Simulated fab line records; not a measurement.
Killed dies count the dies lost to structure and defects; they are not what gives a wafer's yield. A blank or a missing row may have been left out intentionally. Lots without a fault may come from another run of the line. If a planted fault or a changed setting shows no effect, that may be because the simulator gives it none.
8D (eight disciplines) problem report, filled in by code	flow nandHarc	the parts of the form that need people (team, actions taken, sign-off) are left out

## 1. THE PROBLEM
At NHARC_END_SORT_01, sort_bin_3_pct averages 3.4 % over 9 wafers from 3 lots, while fault-free wafers read 0.6 %, standard deviation 0.31. That puts it +9.1 standard deviations away from the usual mean.
The first sign was on wafer L499.3 at day 28 21:28, on prober-01. Wafers with a number at this step in the record: 12, from 4 lots. By rule, "out" or "out of limits" means more than 4 standard deviations away from the usual mean. The rest of the wafers with a number are treated as sound.

## 2. WHAT IT IS, AND WHAT IT ISN'T
question	is	is not
which readings at this step	sort_bin_3_pct	killedAtOther, killedAtPeriphery, killedOpen, killedShort
which lots	L499, L501, L502	L487
which wafers of those lots	all that have a number	-
read on which gauges	prober-01, prober-02	-
when	from day 28 21:28	up to then (3 sound wafers)

## 3. SUSPECTS, AND WHAT RULES EACH OUT
Counting: a tool stays on the suspect list if, at a process step up to the reading, it processed all lots that are out and no sound lot following the first of them.
- the gauge at NHARC_END_SORT_01 is ruled out. 2 gauges (prober-01, prober-02) read the wafers that are out.
- rieDiel-08 at NHARC_A_M1_ETCH_15 (etches the open film in C4F8/Ar, target depth 182.5 nm, time 91.2 s): kept. It ran every lot that is out, first L499 (day 27 10:46), and no sound lot after that.
Left after counting: rieDiel-08 at NHARC_A_M1_ETCH_15.

## 4. THE CAUSE (what the simulator had put in)
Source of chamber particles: rieDiel-08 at NHARC_A_M1_ETCH_15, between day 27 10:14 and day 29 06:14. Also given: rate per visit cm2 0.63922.
Counting left only this tool.

## 5. THE EFFECT CHAIN, in route order
Each row: a reading whose mean over the struck wafers that have a number lies more than 3 standard deviations from the usual. Readings are gone through only where the record gives a usual standard deviation; hours: the median, over the lots, of the time from a lot's start at the first step in this table giving one to that lot's start at this step; sigmas: the change measured in usual standard deviations.
hours	step	reading	usual	on struck wafers	change	sigmas
0	NHARC_END_SORT_01	defectLimitedYield	91.6 %	82.5	-9.1	-3.8
0	NHARC_END_SORT_01	killedAtArray	52	116	+64	+4.0
0	NHARC_END_SORT_01	killedDies	57	119	+62	+3.8
0	NHARC_END_SORT_01	sort_bin_2_pct	3.0 %	7.5	+4.5	+4.5
0	NHARC_END_SORT_01	sort_bin_3_pct	0.6 %	3.4	+2.8	+9.1
0	NHARC_END_SORT_01	sortNPass	620	558	-62	-3.8
0	NHARC_END_SORT_01	sortYieldPct	91.6 %	82.5	-9.1	-3.8

## 6. WHAT WOULD HAVE CAUGHT IT SOONER
In this record the first reading out of limits at a measuring or inspecting step was taken at day 28 21:28, 35 hours after the fault began at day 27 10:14.
Of the tool readings at NHARC_A_M1_ETCH_15 for which the record gives a usual standard deviation, none was out on any struck wafer, so an alarm limit of 4 standard deviations on them would not have fired.
All the lots that are out (3) had begun NHARC_A_M1_ETCH_15 on rieDiel-08 by day 28 21:28. Holding the tool at that point would not have protected any of them.
